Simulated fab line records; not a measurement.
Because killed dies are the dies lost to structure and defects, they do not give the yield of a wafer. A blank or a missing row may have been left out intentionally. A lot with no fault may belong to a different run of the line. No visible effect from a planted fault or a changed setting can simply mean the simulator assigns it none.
Which tool did it? :: flow nand-harc :: Sampling: 6 lots, 18 wafers, 2 of 1302 route steps

== WHAT THE GAUGES READ, wafer by wafer ==
NHARC_P_ZERO_WELL_CD_MEAS_37: the cd target is 720 nm.
lot: L233
measured: day 2 20:46
on: cd-sem-02
cd-nm (nm): 762.9 763.6 762.5

lot: L244
measured: day 7 10:15
on: cd-sem-02
cd-nm (nm): 719.4 720.2 722.2

lot: L246
measured: day 8 06:01
on: cd-sem-01
cd-nm (nm): 719.9 718.8 721.9

lot: L249
measured: day 9 12:08
on: cd-sem-02
cd-nm (nm): 722.9 722.3 724.6

lot: L251
measured: day 10 08:22
on: cd-sem-03
cd-nm (nm): 719.0 721.1 717.5

lot: L254
measured: day 11 14:07
on: cd-sem-03
cd-nm (nm): 721.5 718.0 723.1

== WHAT TOOL EACH LOT RAN ON (gives the tool, then ch and the chambers of the sampled wafers, and finally the start) ==
lot: L233
NHARC_P_ZERO_WELL_EXPOSE_34: krf-scanner-03 ch 0, day 2 20:37

lot: L244
NHARC_P_ZERO_WELL_EXPOSE_34: krf-scanner-03 ch 0, day 7 10:06

lot: L246
NHARC_P_ZERO_WELL_EXPOSE_34: krf-scanner-02 ch 0, day 8 05:51

lot: L249
NHARC_P_ZERO_WELL_EXPOSE_34: krf-scanner-03 ch 0, day 9 11:58

lot: L251
NHARC_P_ZERO_WELL_EXPOSE_34: krf-scanner-02 ch 0, day 10 08:13

lot: L254
NHARC_P_ZERO_WELL_EXPOSE_34: krf-scanner-04 ch 0, day 11 13:58
- NHARC_P_ZERO_WELL_EXPOSE_34: exposes mask P PWELL, target cd 720 nm.

== THE ANSWER, worked out from the rows above alone ==
Rule: what is usual is taken from the lots themselves. The widest of any qualifying gaps counts: lots, ordered by their means at a reading, are off when they make up no more than a third of the lots, leave a main group of 4 or more, and stand apart from it by 3 or more times the standard deviation of that group's means. If all means in a main group match to the digits the tables above print for the reading, that group is not used. A lot without any number at a reading at which 4 lots or more have one is off too. Where the step has rows for the other lots, those lots are counted as sound.
Off: L233, at NHARC_P_ZERO_WELL_CD_MEAS_37 (cd-nm). The main group: mean 720.8 nm, standard deviation 1.3.
A tool fits if, at a process step before that reading, it ran every lot that is off, and no sound lot after the first of them. The gauges at NHARC_P_ZERO_WELL_CD_MEAS_37 are tried like those tools. No candidate that was tried fits.

== WHAT THE SIMULATOR PUT IN ==
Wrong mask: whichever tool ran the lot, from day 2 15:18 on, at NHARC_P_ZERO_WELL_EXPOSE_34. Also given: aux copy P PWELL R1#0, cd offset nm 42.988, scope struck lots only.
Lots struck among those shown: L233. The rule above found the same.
